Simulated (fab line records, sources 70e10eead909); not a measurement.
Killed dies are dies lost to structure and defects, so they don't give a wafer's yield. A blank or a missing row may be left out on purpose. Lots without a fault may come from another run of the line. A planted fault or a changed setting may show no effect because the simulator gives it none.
Chamber matching | flow nand_harc | NHARC_P_GATE_DESCUM_48 on rie_diel-10: 4 sister chambers
The step chemistry O2, time 3 s. 14 wafers are shown with their chamber, then 7 later ones without.

WAFERS WITH THEIR CHAMBER
wafer  | chamber | showerhead_plenum_p_Torr (Torr) | drypump_motor_current_A (A) | rf_vpp_V (V)
L074.1 | 3       | 1.97                            | 5.1                         | 57.8
L074.2 | 2       | 1.95                            | 6.3                         | 57.1
L074.4 | 1       | 1.86                            | 5.7                         | 56.8
L077.4 | 3       | 1.97                            | 5.1                         | 58.7
L077.5 | 0       | 2.04                            | 6.1                         | 57.5
L077.6 | 3       | 1.97                            | 5.1                         | 59.3
L082.3 | 2       | 1.95                            | 6.4                         | 58.9
L082.4 | 0       | 2.04                            | 6.2                         | 57.8
L082.5 | 0       | 2.04                            | 6.2                         | 57.5
L084.1 | 3       | 1.97                            | 5.2                         | 58.3
L084.5 | 3       | 1.97                            | 5.2                         | 58.6
L084.6 | 0       | 2.04                            | 6.2                         | 57.9
L089.1 | 1       | 1.85                            | 5.6                         | 56.9
L089.2 | 0       | 2.03                            | 6.2                         | 58.2

SIGNATURES (means of the wafers above)
reading                  | chamber 0 | chamber 1 | chamber 2 | chamber 3 | scatter within a chamber
showerhead_plenum_p_Torr | 2.0380    | 1.8550    | 1.9500    | 1.9700    | 0.00361
drypump_motor_current_A  | 6.180     | 5.650     | 6.350     | 5.140     | 0.0548
rf_vpp_V                 | 57.780    | 56.850    | 58.000    | 58.540    | 0.564
Rule: a wafer's distance from a chamber is the root of the sum, over the readings, of the square of ((its reading less the chamber's mean) divided by the reading's scatter). The wafer belongs to the nearest chamber; if the next one is less than 2 further off, it can't be placed. The scatter: the root of (the sum of the squares of (reading less its chamber's mean) over the shown wafers, divided by (wafers less chambers)).

WAFERS WITHOUT THEIR CHAMBER
wafer  | showerhead_plenum_p_Torr (Torr) | drypump_motor_current_A (A) | rf_vpp_V (V)
L089.6 | 1.85                            | 5.6                         | 57.5
L090.1 | 1.97                            | 5.1                         | 58.0
L090.4 | 2.03                            | 6.2                         | 59.0
L090.6 | 1.97                            | 5.1                         | 58.4
L093.1 | 2.03                            | 6.2                         | 58.1
L093.2 | 1.97                            | 5.1                         | 57.1
L093.5 | 1.97                            | 5.1                         | 58.4

WHICH CHAMBER EACH WENT THROUGH
wafer  | from the rows above | in truth
L089.6 | 1                   | 1
L090.1 | 3                   | 3
L090.4 | 0                   | 0
L090.6 | 3                   | 3
L093.1 | 0                   | 0
L093.2 | 3                   | 3
L093.5 | 3                   | 3
Placed correctly: 7 of 7. Can't be placed from these rows: 0. Placed wrongly: 0.
